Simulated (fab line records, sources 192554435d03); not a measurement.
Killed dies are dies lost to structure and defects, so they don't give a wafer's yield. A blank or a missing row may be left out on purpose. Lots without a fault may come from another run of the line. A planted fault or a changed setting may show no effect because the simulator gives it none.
Split-lot experiment | flow n5_finfet | 7 lots, 21 wafers read, on a route of 1938 steps

THE SPLIT
At N5_BEOL_M11_COAT_22 (resist thk 90 nm), the setting spin_rpm was moved away from the recipe's 1500 rpm on 7 of the 21 wafers read, by -6.9% to +9.9%. The other wafers ran this setting at the recipe's value.

FROM THE SPLIT TO THE READING: what the file shows between them, 4 steps
- N5_BEOL_M11_EBR_24
- N5_BEOL_M11_SOFTBAKE_23: time 60 s
- N5_BEOL_M11_EXPOSE_25: exposes mask V10
- N5_BEOL_M11_PEB_26: peb time 60 s

THE READING
CAR-ArF_of_BEOL_M11_COAT_22.thk_nm (the simulator's own value, which no gauge read), in nm, at N5_BEOL_M11_DEVELOP_27 (develop time 30 s). The file gives no usual value for it. The 14 wafers here that ran the recipe average 88.2 nm, standard deviation 0.22 nm.

wafer  | tool, chamber at the split | spin_rpm as run, rpm | against the recipe | CAR-ArF_of_BEOL_M11_COAT_22.thk_nm, nm | against lot-mates on the recipe
L074.1 | litho_track-01, 0          | 1500                 | recipe             | 88.2                                   | -
L074.4 | litho_track-01, 0          | 1594                 | +6.3%              | 85.8                                   | -2.4
L074.5 | litho_track-01, 0          | 1594                 | +6.3%              | 85.8                                   | -2.4
L077.2 | litho_track-05, 0          | 1500                 | recipe             | 88.4                                   | -
L077.4 | litho_track-05, 0          | 1500                 | recipe             | 88.4                                   | -
L077.3 | litho_track-05, 0          | 1500                 | recipe             | 88.6                                   | -
L085.1 | litho_track-01, 0          | 1397                 | -6.9%              | 91.8                                   | +3.6
L085.2 | litho_track-01, 0          | 1500                 | recipe             | 88.2                                   | -
L085.4 | litho_track-01, 0          | 1500                 | recipe             | 88.2                                   | -
L084.1 | litho_track-01, 0          | 1500                 | recipe             | 88.2                                   | -
L084.2 | litho_track-01, 0          | 1437                 | -4.2%              | 90                                     | +1.7
L084.5 | litho_track-01, 0          | 1500                 | recipe             | 88.4                                   | -
L086.1 | litho_track-04, 0          | 1580                 | +5.3%              | 85.4                                   | -2.5
L086.3 | litho_track-04, 0          | 1500                 | recipe             | 88                                     | -
L086.6 | litho_track-04, 0          | 1500                 | recipe             | 87.8                                   | -
L087.1 | litho_track-01, 0          | 1500                 | recipe             | 87.8                                   | -
L087.2 | litho_track-01, 0          | 1648                 | +9.9%              | 83.4                                   | -4.4
L087.5 | litho_track-01, 0          | 1648                 | +9.9%              | 84                                     | -3.8
L093.3 | litho_track-04, 0          | 1500                 | recipe             | 88.2                                   | -
L093.4 | litho_track-04, 0          | 1500                 | recipe             | 88.2                                   | -
L093.6 | litho_track-04, 0          | 1500                 | recipe             | 88                                     | -

THE FIT
A straight line over all 21 wafers: CAR-ArF_of_BEOL_M11_COAT_22.thk_nm changes by -0.456 nm for each +1% of spin_rpm; r = -0.99; the points scatter about the line by 0.29 nm.
The same after taking each lot's own level away (the mean of its wafers on the recipe; 21 wafers): -0.43 nm for each +1%; r = -0.99; scatter 0.22 nm.
On that fit, the largest move of spin_rpm shifts the reading by 4.2 nm.
The lots' own levels span 87.80 to 88.47 nm, that is 3.0 times the standard deviation above.
So the lot-to-lot level changes the slope little: the two slopes agree.
Check: with one of the wafers moved furthest among these (+9.9%) left out of the fit, the line predicts -4.11 nm for it against its lot-mates. It came out at -4.4 nm against them.

OTHER SPLITS ON THESE WAFERS
These wafers also went through other splits before the reading. Each is held against what the fit with the lots' levels taken away leaves over:
other split on the same wafers | wafers away from the commonest value | r with CAR-ArF_of_BEOL_M11_COAT_22.thk_nm (lot level and that fit taken away)
N5_BEOL_M5_ETCH_41 source_w    | 11                                   | +0.29
N5_BEOL_M6_PECVD_70 time_s     | 6                                    | +0.05
N5_BEOL_M6_EXPOSE_08 dose_mj   | 3                                    | -0.12
N5_BEOL_M7_PECVD_70 temp_c     | 6                                    | +0.07
N5_BEOL_M8_PECVD_70 temp_c     | 9                                    | -0.24
N5_BEOL_M8_COAT_05 spin_rpm    | 7                                    | -0.28
N5_BEOL_M11_EXPOSE_08 dose_mj  | 10                                   | +0.02

THE WHOLE CHAIN: every reading that the file lists as answering this split, in the file's order
step                   | what it does      | reading                                                                             | change (the file's fit)               | r (the file's)
N5_BEOL_M11_COAT_22    | resist thk 90 nm  | CAR-ArF_of_BEOL_M11_COAT_22.thk_nm (the simulator's own value, which no gauge read) | -0.431 nm for each +1% of the setting | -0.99
N5_BEOL_M11_DEVELOP_27 | develop time 30 s | CAR-ArF_of_BEOL_M11_COAT_22.thk_nm (the simulator's own value, which no gauge read) | -0.438 nm for each +1% of the setting | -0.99

THE FILE'S OWN FIT
CAR-ArF_of_BEOL_M11_COAT_22.thk_nm changes by -0.438 nm for each +1% of spin_rpm, r = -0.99.
